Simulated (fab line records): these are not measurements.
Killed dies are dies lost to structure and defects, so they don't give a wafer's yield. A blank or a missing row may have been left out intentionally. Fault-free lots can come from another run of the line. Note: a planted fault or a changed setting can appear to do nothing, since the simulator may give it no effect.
fab line records	flow n5_finfet	part 1 of 2: steps 1 to 18 of 28
record: lots: 5	wafers: 15	last_day: 16
route steps=1938 shown BEOL_M5@1120
lots with no fault: from the same line, run without faults
start_h: hours from the record's first day to the start of the lot's first wafer shown	wait_h: hours elapsed since this lot's preceding step	" as in the row above	L1.1+2: a single row standing in for several wafers	- no value, or no start given	* or withheld: withheld	< > ~ a bound
route shown NAME@n: NAME is a module with steps in the file, n the number in the route of the first one	usual: mean and standard deviation over wafers with no fault	same: alike in all rows	chamber/n: place in a boat	sites: per-site readings	_std_site: their standard deviation	_edge_site: inner sites' mean taken away from outer sites' mean	radius_mm: for every site, how far away it sits from the centre of the wafer	mask NAME#n: copy n	behind: tool/chamber where the wafer was last shaped	hold: cause of the lot's hold/its duration in hours/its outcome	device: whichever transistor did not switch (one of n, p or np)	end of line: tests of these same wafers at the route's end	a step with no rows: only its recipe	killed: at the first sort, the dies lost to defects and structure; wafer yield is something else	map: dies across one wafer; x = killed, . = not, _ = none there
set.NAME: the setting as run; set.NAME@STEP: as run at that earlier step	model.NAME: the simulator's own value behind a step, which no gauge read
lots at selected steps of the route; one table per step, one row per wafer
services: the hour from which a tool's chamber was out of use, counted from the record's first day as start_h (under 0 if before that day), plus the number of hours and why
== steps ==
step: N5_BEOL_M5_COAT_05
recipe: resist: CAR-EUV	spin_rpm: 1500	resist_thk_nm: 30
usual: dispense_pressure_kPa: 52/4.9	resist_line_temp_C: 23.00/0.12
lot.wafer	tool	chamber	start_h	wait_h	dispense_pressure_kPa	resist_line_temp_C
L079.1	litho_track-01	0	-	-	45	22.84
L079.4	"	0	"	"	45	23.02
L079.5	"	0	"	"	45	22.96
L078.3	litho_track-05	0	-	-	52	22.89
L078.4	"	0	"	"	52	22.89
L078.6	"	0	"	"	52	22.79
L085.2	litho_track-01	0	-	-	45	23.16
L085.4	"	0	"	"	45	23.30
L085.5	"	0	"	"	45	23.19
L087.1	litho_track-02	0	-	-	58	22.98
L087.4	"	0	"	"	58	22.98
L087.6	"	0	"	"	58	22.81
L091.3	litho_track-02	0	-	-	58	22.81
L091.5	"	0	"	"	58	22.95
L091.6	"	0	"	"	58	22.94
step: N5_BEOL_M5_EBR_07
recipe: solvent: PGMEA	ebr_width_mm: 1.5
usual: resist_line_temp_C: 23.00/0.1
same: ebr_width_mm: 1.5
lot.wafer	tool	chamber	start_h	wait_h	resist_line_temp_C
L079.1	litho_track-01	0	-	-	22.85
L079.4	"	0	"	"	22.75
L079.5	"	0	"	"	22.94
L078.3	litho_track-05	0	-	-	22.77
L078.4	"	0	"	"	22.95
L078.6	"	0	"	"	23.01
L085.2	litho_track-01	0	-	-	23.00
L085.4	"	0	"	"	23.03
L085.5	"	0	"	"	23.05
L087.1	litho_track-02	0	-	-	22.97
L087.4	"	0	"	"	23.07
L087.6	"	0	"	"	22.95
L091.3	litho_track-02	0	-	-	23.03
L091.5	"	0	"	"	22.92
L091.6	"	0	"	"	23.08
step: N5_BEOL_M5_SOFTBAKE_06
recipe: temp_c: 110	time_s: 60	resist: CAR-EUV
usual: resist_line_temp_C: 23.00/0.097
lot.wafer	tool	chamber	start_h	wait_h	resist_line_temp_C
L079.1	litho_track-01	0	-	-	22.92
L079.4	"	0	"	"	22.95
L079.5	"	0	"	"	22.89
L078.3	litho_track-05	0	-	-	22.99
L078.4	"	0	"	"	23.20
L078.6	"	0	"	"	23.10
L085.2	litho_track-01	0	-	-	22.93
L085.4	"	0	"	"	22.94
L085.5	"	0	"	"	23.03
L087.1	litho_track-02	0	-	-	22.91
L087.4	"	0	"	"	22.88
L087.6	"	0	"	"	22.94
L091.3	litho_track-02	0	-	-	22.97
L091.5	"	0	"	"	23.02
L091.6	"	0	"	"	23.03
step: N5_BEOL_M5_EXPOSE_08
recipe: mask_id: M5	na: 0.33	source_shape: annular	sigma_inner: 0.4	sigma_outer: 0.8	polarization: unpolarized	target_cd_nm: 28	dose_mj: 35.75
usual: exposure_dose_mJ_cm2: 35.63/0.039
lot.wafer	tool	chamber	start_h	wait_h	mask	exposure_dose_mJ_cm2
L079.1	euv_scanner-02	0	213.66	-	M5#0	35.69
L079.4	"	0	"	"	M5#0	35.66
L079.5	"	0	"	"	M5#0	35.67
L078.3	euv_scanner-02	0	216.62	-	M5#0	35.60
L078.4	"	0	"	"	M5#0	35.62
L078.6	"	0	"	"	M5#0	35.65
L085.2	euv_scanner-01	0	235.95	-	M5#0	35.66
L085.4	"	0	"	"	M5#0	35.62
L085.5	"	0	"	"	M5#0	35.66
L087.1	euv_scanner-02	0	255.73	-	M5#0	35.66
L087.4	"	0	"	"	M5#0	35.62
L087.6	"	0	"	"	M5#0	35.65
L091.3	euv_scanner-02	0	275.60	-	M5#0	35.68
L091.5	"	0	"	"	M5#0	35.68
L091.6	"	0	"	"	M5#0	35.63
step: N5_BEOL_M5_PEB_09
recipe: peb_temp_c: 100	peb_time_s: 60	resist: CAR-EUV
usual: resist_line_temp_C: 22.99/0.097
lot.wafer	tool	chamber	start_h	wait_h	resist_line_temp_C
L079.1	litho_track-02	0	213.72	0.1	22.90
L079.4	"	0	"	"	22.95
L079.5	"	0	"	"	23.00
L078.3	litho_track-01	0	216.67	0.0	22.94
L078.4	"	0	"	"	22.95
L078.6	"	0	"	"	23.03
L085.2	litho_track-02	0	236.01	0.0	23.08
L085.4	"	0	"	"	23.01
L085.5	"	0	"	"	23.09
L087.1	litho_track-05	0	255.79	0.1	22.83
L087.4	"	0	"	"	22.85
L087.6	"	0	"	"	22.81
L091.3	litho_track-02	0	275.65	0.0	23.02
L091.5	"	0	"	"	22.97
L091.6	"	0	"	"	23.00
step: N5_BEOL_M5_DEVELOP_10
recipe: develop_time_s: 30	developer: TMAH	resist: CAR-EUV	rinse_liquid: surfactant_rinse	dry: air_spin	dev_temp_c: 23
usual: resist_line_temp_C: 23.01/0.12
lot.wafer	tool	chamber	start_h	wait_h	resist_line_temp_C
L079.1	litho_track-02	0	-	-	22.87
L079.4	"	0	"	"	22.91
L079.5	"	0	"	"	22.79
L078.3	litho_track-01	0	-	-	23.16
L078.4	"	0	"	"	22.99
L078.6	"	0	"	"	23.26
L085.2	litho_track-02	0	-	-	22.95
L085.4	"	0	"	"	22.90
L085.5	"	0	"	"	22.82
L087.1	litho_track-05	0	-	-	22.88
L087.4	"	0	"	"	23.13
L087.6	"	0	"	"	23.15
L091.3	litho_track-02	0	-	-	23.12
L091.5	"	0	"	"	23.12
L091.6	"	0	"	"	23.12
step: N5_BEOL_M5_CD_MEAS_11
recipe: target_cd_nm: 27.74	landing_energy_ev: 500	detector: se_inlens
usual: cd_nm: 27.96/0.25
lot.wafer	tool	chamber	start_h	wait_h	cd_nm
L079.1	cd_sem-02	0	213.79	-	27.78
L079.4	"	0	"	"	27.87
L079.5	"	0	"	"	27.92
L078.3	cd_sem-01	0	216.74	-	27.89
L078.4	"	0	"	"	28.14
L078.6	"	0	"	"	27.83
L085.2	cd_sem-03	0	236.08	-	28.24
L085.4	"	0	"	"	27.79
L085.5	"	0	"	"	28.17
L087.1	cd_sem-02	0	255.86	-	27.65
L087.4	"	0	"	"	27.49
L087.6	"	0	"	"	27.82
L091.3	cd_sem-01	0	275.71	-	28.18
L091.5	"	0	"	"	28.08
L091.6	"	0	"	"	27.54
step: N5_BEOL_M5_OVL_MEAS_12
recipe: points_per_wafer: 522
usual: M5_OVL: -0.2/0.62
lot.wafer	tool	chamber	start_h	wait_h	M5_OVL[nm]
L079.1	overlay-02	0	213.82	0.0	0.3
L079.4	"	0	"	"	-0.9
L079.5	"	0	"	"	0.2
L078.3	overlay-01	0	216.77	0.0	0.5
L078.4	"	0	"	"	0.0
L078.6	"	0	"	"	-0.4
L085.2	overlay-02	0	236.11	0.0	1.6
L085.4	"	0	"	"	0.0
L085.5	"	0	"	"	-0.3
L087.1	overlay-01	0	255.89	0.0	0.5
L087.4	"	0	"	"	0.9
L087.6	"	0	"	"	0.5
L091.3	overlay-02	0	275.75	0.0	0.3
L091.5	"	0	"	"	-0.6
L091.6	"	0	"	"	-0.5
step: N5_BEOL_M5_INSPECT_13
recipe: mode: adi	inspect_instrument: brightfield
usual: raw_defect_count: 411/100
lot.wafer	tool	chamber	start_h	wait_h	raw_defect_count
L079.1	defect_inspect-01	-	213.87	0.1	509
L079.4	"	-	"	"	414
L079.5	"	-	"	"	328
L078.3	defect_inspect-02	-	216.82	0.0	385
L078.4	"	-	"	"	324
L078.6	"	-	"	"	439
L085.2	defect_inspect-01	-	236.17	0.0	414
L085.4	"	-	"	"	465
L085.5	"	-	"	"	452
L087.1	defect_inspect-01	-	255.95	0.1	312
L087.4	"	-	"	"	480
L087.6	"	-	"	"	349
L091.3	defect_inspect-02	-	275.80	0.0	340
L091.5	"	-	"	"	443
L091.6	"	-	"	"	345
step: N5_BEOL_M5_DESCUM_16
recipe: chemistry: O2	time_s: 7	source_power_w: 50	bias_power_w: 20	pressure_mtorr: 20	rf_frequency_hz: 2.712e+07	temp_c: 40	resist: CAR-EUV	o2_flow_sccm: 225
usual: drypump_motor_current_A: 5.41/0.29	oes_product_au: 0.81/0.11	rf_vpp_V: 243.5/1.2	showerhead_plenum_p_Torr: 2.11/0.048	throttle_valve_pct: 20.37/0.25
lot.wafer	tool	chamber	start_h	wait_h	drypump_motor_current_A	oes_product_au	rf_hours_counter_h	rf_vpp_V	showerhead_plenum_p_Torr	throttle_valve_pct
L079.1	rie_diel-05	2	213.91	0.0	5.70	0.91	16	241.9	2.13	20.11
L079.4	"	3	"	"	5.32	0.73	171	243.8	2.08	20.47
L079.5	"	0	"	"	5.02	1.03	-	244.5	2.12	20.24
L078.3	rie_diel-06	2	216.86	0.0	5.90	0.73	203	243.9	2.08	20.82
L078.4	"	0	"	"	5.08	0.72	162	246.1	2.19	20.38
L078.6	"	2	"	"	5.88	0.73	-	243.0	2.08	20.82
L085.2	rie_diel-05	3	236.20	0.0	5.35	0.73	177	243.0	2.08	20.48
L085.4	"	0	"	"	5.02	0.99	6	245.2	2.12	20.25
L085.5	"	1	"	"	5.43	0.90	-	241.5	2.05	20.07
L087.1	rie_diel-06	2	255.98	0.0	5.89	0.73	210	241.5	2.08	20.84
L087.4	"	0	"	"	5.09	0.72	175	244.7	2.18	20.41
L087.6	"	3	"	"	5.28	0.69	-	243.4	2.08	20.67
L091.3	rie_diel-06	1	275.83	0.0	5.43	0.90	25	244.2	2.12	20.11
L091.5	"	1	"	"	5.46	0.90	-	243.4	2.12	20.11
L091.6	"	2	"	"	5.91	0.72	-	242.6	2.08	20.83
step: N5_BEOL_M5_ETCH_72
recipe: chemistry: N2/H2	target: underlayer	target_depth_a: 65	mask_material: CAR-EUV	time_s: 5.2	ion_energy_ev: 200	pressure_mtorr: 30	source_w: 840	bias_w: 150	n2_flow_sccm: 200	h2_flow_sccm: 200	ends: cleared
usual: drypump_motor_current_A: 5.42/0.29	etch_rf_on_time_s: 5.15/0.11	oes_product_au: 0.69/0.091	rf_vpp_V: 524.5/2.2	showerhead_plenum_p_Torr: 2.57/0.062	throttle_valve_pct: 17.9/0.32
lot.wafer	tool	chamber	start_h	wait_h	drypump_motor_current_A	etch_rf_on_time_s	oes_product_au	rf_hours_counter_h	rf_vpp_V	showerhead_plenum_p_Torr	throttle_valve_pct
L079.1	rie_diel-05	2	213.94	0.0	5.69	5.03	0.79	16	525.4	2.60	17.7
L079.4	"	3	"	"	5.32	5.18	0.62	171	521.6	2.52	18.0
L079.5	"	0	"	"	5.00	5.25	0.87	-	527.0	2.63	17.9
L078.3	rie_diel-06	2	216.89	0.0	5.90	5.20	0.62	203	523.8	2.55	18.5
L078.4	"	0	"	"	5.09	5.11	0.62	162	528.3	2.67	17.9
L078.6	"	2	"	"	5.90	5.19	0.63	-	522.4	2.55	18.5
L085.2	rie_diel-05	3	236.23	0.0	5.31	5.09	0.62	177	523.5	2.52	18.0
L085.4	"	0	"	"	5.02	5.17	0.85	6	524.6	2.63	17.9
L085.5	"	1	"	"	5.46	5.17	0.76	-	520.5	2.48	17.4
L087.1	rie_diel-06	2	256.02	0.0	5.90	5.19	0.62	210	523.8	2.54	18.5
L087.4	"	0	"	"	5.12	5.09	0.63	175	526.5	2.66	17.9
L087.6	"	3	"	"	5.34	5.27	0.59	-	521.9	2.54	18.1
L091.3	rie_diel-06	1	275.87	0.0	5.47	5.10	0.77	25	524.7	2.60	17.6
L091.5	"	1	"	"	5.48	5.03	0.77	-	527.1	2.60	17.6
L091.6	"	2	"	"	5.92	5.16	0.61	-	522.8	2.54	18.5
step: N5_BEOL_M5_ETCH_61
recipe: chemistry: CF4	target: SiARC	target_depth_a: 156	mask_material: CAR-EUV	time_s: 26	ion_energy_ev: 80	pressure_mtorr: 40	source_w: 545	bias_w: 36	Ar_flow_sccm: 100	cf4_flow_sccm: 100	ends: cleared
usual: drypump_motor_current_A: 5.41/0.29	etch_rf_on_time_s: 25.9/0.52	oes_product_au: 0.69/0.091	rf_vpp_V: 184.3/0.95	showerhead_plenum_p_Torr: 2.16/0.052	throttle_valve_pct: 15.57/0.25
lot.wafer	tool	chamber	start_h	wait_h	drypump_motor_current_A	etch_rf_on_time_s	oes_product_au	rf_hours_counter_h	rf_vpp_V	showerhead_plenum_p_Torr	throttle_valve_pct
L079.1	rie_diel-05	2	213.96	0.0	5.69	24.6	0.81	16	186.1	2.19	15.25
L079.4	"	3	"	"	5.31	25.9	0.62	171	183.8	2.12	15.64
L079.5	"	0	"	"	5.02	25.6	0.88	-	185.0	2.19	15.51
L078.3	rie_diel-06	2	216.91	0.0	5.91	25.7	0.63	203	183.2	2.13	15.99
L078.4	"	0	"	"	5.09	25.7	0.62	162	184.0	2.22	15.54
L078.6	"	2	"	"	5.90	25.8	0.63	-	182.9	2.13	15.97
L085.2	rie_diel-05	3	236.25	0.0	5.32	26.0	0.61	177	184.6	2.12	15.66
L085.4	"	0	"	"	5.03	26.3	0.84	6	184.7	2.19	15.51
L085.5	"	1	"	"	5.45	25.9	0.76	-	183.5	2.09	15.16
L087.1	rie_diel-06	2	256.03	0.0	5.91	25.8	0.63	210	184.1	2.12	15.99
L087.4	"	0	"	"	5.09	25.7	0.62	175	184.9	2.21	15.57
L087.6	"	3	"	"	5.30	26.3	0.59	-	183.3	2.13	15.85
L091.3	rie_diel-06	1	275.89	0.0	5.46	25.7	0.76	25	184.0	2.19	15.39
L091.5	"	1	"	"	5.43	25.4	0.77	-	185.1	2.19	15.40
L091.6	"	2	"	"	5.87	25.9	0.62	-	184.6	2.12	15.99
step: N5_BEOL_M5_ETCH_62
recipe: chemistry: N2/H2	target: SOC	target_depth_a: 750	overetch_a: 150	mask_material: SiARC	temp_c: 40	time_s: 112.5	ion_energy_ev: 200	pressure_mtorr: 30	source_w: 840	bias_w: 150	n2_flow_sccm: 200	h2_flow_sccm: 200
usual: drypump_motor_current_A: 5.42/0.29	oes_product_au: 0.63/0.081	rf_vpp_V: 524.5/1.9	showerhead_plenum_p_Torr: 2.57/0.062	throttle_valve_pct: 17.8/0.31
lot.wafer	tool	chamber	start_h	wait_h	drypump_motor_current_A	oes_product_au	rf_hours_counter_h	rf_vpp_V	showerhead_plenum_p_Torr	throttle_valve_pct
L079.1	rie_diel-05	2	213.99	0.0	5.68	0.72	16	526.4	2.60	17.6
L079.4	"	3	"	"	5.31	0.57	171	523.4	2.53	18.0
L079.5	"	0	"	"	5.06	0.81	-	527.9	2.63	17.8
L078.3	rie_diel-06	2	216.93	0.0	5.92	0.58	203	523.1	2.55	18.5
L078.4	"	0	"	"	5.09	0.57	162	528.0	2.67	17.9
L078.6	"	2	"	"	5.91	0.59	-	522.2	2.55	18.5
L085.2	rie_diel-05	3	236.28	0.0	5.32	0.57	177	524.9	2.52	18.0
L085.4	"	0	"	"	5.04	0.78	6	524.0	2.63	17.9
L085.5	"	1	"	"	5.46	0.71	-	522.8	2.48	17.4
L087.1	rie_diel-06	2	256.06	0.0	5.88	0.58	210	523.9	2.54	18.5
L087.4	"	0	"	"	5.09	0.57	175	527.6	2.66	17.9
L087.6	"	3	"	"	5.34	0.56	-	523.6	2.53	18.1
L091.3	rie_diel-06	1	275.91	0.0	5.47	0.70	25	525.1	2.60	17.5
L091.5	"	1	"	"	5.43	0.70	-	524.8	2.60	17.6
L091.6	"	2	"	"	5.91	0.58	-	522.8	2.54	18.5
step: N5_BEOL_M5_STRIP_63
recipe: chemistry: N2/H2	temp_c: 40	n2_flow_sccm: 200	h2_flow_sccm: 200	rf_frequency_hz: 6e+07
lot.wafer	tool	chamber	start_h	wait_h
L079.1+4+5	rie_diel-05	2,3,0	214.10	0.1
L078.3+4+6	rie_diel-06	2,0,2	217.04	0.1
L085.2+4+5	rie_diel-05	3,0,1	236.39	0.1
L087.1+4+6	rie_diel-06	2,0,3	256.17	0.1
L091.3+5+6	rie_diel-06	1,1,2	276.02	0.1
step: N5_BEOL_M5_STRIP_73
recipe: chemistry: N2/H2	temp_c: 40	n2_flow_sccm: 200	h2_flow_sccm: 200	rf_frequency_hz: 6e+07
lot.wafer	tool	chamber	start_h	wait_h
L079.1+4+5	rie_diel-05	2,3,0	214.11	0.0
L078.3+4+6	rie_diel-06	2,0,2	217.05	0.0
L085.2+4+5	rie_diel-05	3,0,1	236.40	0.0
L087.1+4+6	rie_diel-06	2,0,3	256.18	0.0
L091.3+5+6	rie_diel-06	1,1,2	276.03	0.0
step: N5_BEOL_M5_STRIP_64
recipe: chemistry: CF4	resist: SiARC	power_w: 300	bias_power_w: 75	pressure_mtorr: 50	cf4_flow_sccm: 150	rf_frequency_hz: 6e+07
usual: drypump_motor_current_A: 5.41/0.29	oes_product_au: 0.79/0.1	rf_vpp_V: 271.6/1.2	showerhead_plenum_p_Torr: 1.81/0.041	throttle_valve_pct: 13.53/0.27
lot.wafer	tool	chamber	start_h	wait_h	drypump_motor_current_A	oes_product_au	rf_hours_counter_h	rf_vpp_V	showerhead_plenum_p_Torr	throttle_valve_pct
L079.1	rie_diel-05	2	214.12	0.0	5.69	0.91	16	271.6	1.82	13.15
L079.4	"	3	"	"	5.32	0.71	171	270.6	1.77	13.61
L079.5	"	0	"	"	5.02	1.00	-	272.6	1.84	13.42
L078.3	rie_diel-06	2	217.06	0.0	5.89	0.73	203	271.6	1.79	13.98
L078.4	"	0	"	"	5.09	0.72	162	273.3	1.85	13.52
L078.6	"	2	"	"	5.88	0.73	-	271.9	1.79	13.99
L085.2	rie_diel-05	3	236.41	0.0	5.29	0.72	177	268.8	1.77	13.63
L085.4	"	0	"	"	5.02	0.97	6	272.8	1.83	13.46
L085.5	"	1	"	"	5.43	0.88	-	269.6	1.75	13.13
L087.1	rie_diel-06	2	256.19	0.0	5.88	0.72	210	269.8	1.79	13.99
L087.4	"	0	"	"	5.10	0.71	175	273.7	1.85	13.53
L087.6	"	3	"	"	5.35	0.70	-	271.4	1.79	13.84
L091.3	rie_diel-06	1	276.04	0.0	5.46	0.87	25	271.9	1.83	13.33
L091.5	"	1	"	"	5.45	0.88	-	272.1	1.83	13.34
L091.6	"	2	"	"	5.91	0.71	-	270.0	1.79	14.00
step: N5_BEOL_M5_HM_OPEN_17
recipe: chemistry: Cl2/BCl3	target_depth_a: 200	overetch_a: 60	target: TiN	mask_material: SOC	ion_energy_ev: 150	pressure_mtorr: 10	icp_w: 1000	bias_w: 126	Cl2_flow_sccm: 53.25	bcl3_flow_sccm: 21.75	Ar_flow_sccm: 25
usual: bcl3_flow_sccm: 21.76/0.07	drypump_motor_current_A: 5.7/0.36	oes_product_au: 0.68/0.1	throttle_valve_pct: 22.18/0.24
lot.wafer	tool	chamber	start_h	wait_h	bcl3_flow_sccm	drypump_motor_current_A	oes_product_au	rf_hours_counter_h	throttle_valve_pct
L079.1	rie_metal-01	1	214.16	0.0	21.73	5.7	0.75	19	22.46
L079.4	"	1	"	"	21.68	5.7	0.74	-	22.46
L079.5	"	1	"	"	21.60	5.7	0.74	-	22.46
L078.3	rie_metal-02	0	217.13	0.1	21.61	4.9	0.57	-	21.98
L078.4	"	1	"	"	21.79	5.7	0.55	-	22.25
L078.6	"	0	"	"	21.74	4.9	0.57	-	22.00
L085.2	rie_metal-01	0	236.45	0.0	21.76	6.1	0.76	13	21.91
L085.4	"	0	"	"	21.74	6.1	0.75	-	21.92
L085.5	"	0	"	"	21.81	6.1	0.75	-	21.94
L087.1	rie_metal-02	0	256.23	0.0	21.71	4.9	0.57	90	22.02
L087.4	"	0	"	"	21.75	4.9	0.56	-	22.02
L087.6	"	1	"	"	21.72	5.7	0.54	-	22.28
L091.3	rie_metal-03	1	276.11	0.1	21.69	5.5	0.58	-	22.47
L091.5	"	1	"	"	21.70	5.5	0.57	-	22.49
L091.6	"	0	"	"	21.72	6.0	0.80	-	21.96
step: N5_BEOL_M5_STRIP_19
recipe: chemistry: O2	power_w: 400	temp_c: 40	pressure_mtorr: 30	rf_frequency_hz: 6e+07	bias_power_w: 0	overash_fraction: 0.2	o2_flow_sccm: 225
usual: drypump_motor_current_A: 5.40/0.28	oes_product_au: 0.80/0.1	rf_vpp_V: 3.6/0.45	showerhead_plenum_p_Torr: 2.12/0.05	throttle_valve_pct: 16.61/0.24
lot.wafer	tool	chamber	start_h	wait_h	drypump_motor_current_A	oes_product_au	rf_hours_counter_h	rf_vpp_V	showerhead_plenum_p_Torr	throttle_valve_pct
L079.1	rie_diel-06	3	214.41	0.2	5.30	0.70	179	3.4	2.09	16.89
L079.4	"	1	"	"	5.43	0.95	6	2.6	2.13	16.34
L079.5	"	3	"	"	5.32	0.69	-	3.3	2.09	16.88
L078.3	rie_diel-06	0	217.21	0.1	5.08	0.73	162	4.0	2.19	16.67
L078.4	"	2	"	"	5.90	0.74	203	3.1	2.09	17.05
L078.6	"	2	"	"	5.90	0.72	-	3.4	2.09	17.06
L085.2	rie_diel-06	0	236.56	0.1	5.09	0.72	168	4.7	2.19	16.67
L085.4	"	1	"	"	5.43	0.95	-	3.6	2.13	16.36
L085.5	"	0	"	"	5.09	0.73	-	3.6	2.19	16.68
L087.1	rie_diel-05	3	256.45	0.2	5.32	0.72	184	3.1	2.08	16.76
L087.4	"	0	"	"	5.03	0.96	12	2.3	2.12	16.48
L087.6	"	0	"	"	5.01	0.98	-	3.6	2.12	16.49
L091.3	rie_diel-06	3	276.26	0.1	5.33	0.69	196	3.2	2.08	16.93
L091.5	"	3	"	"	5.33	0.69	-	3.8	2.08	16.92
L091.6	"	2	"	"	5.90	0.71	-	3.9	2.08	17.07
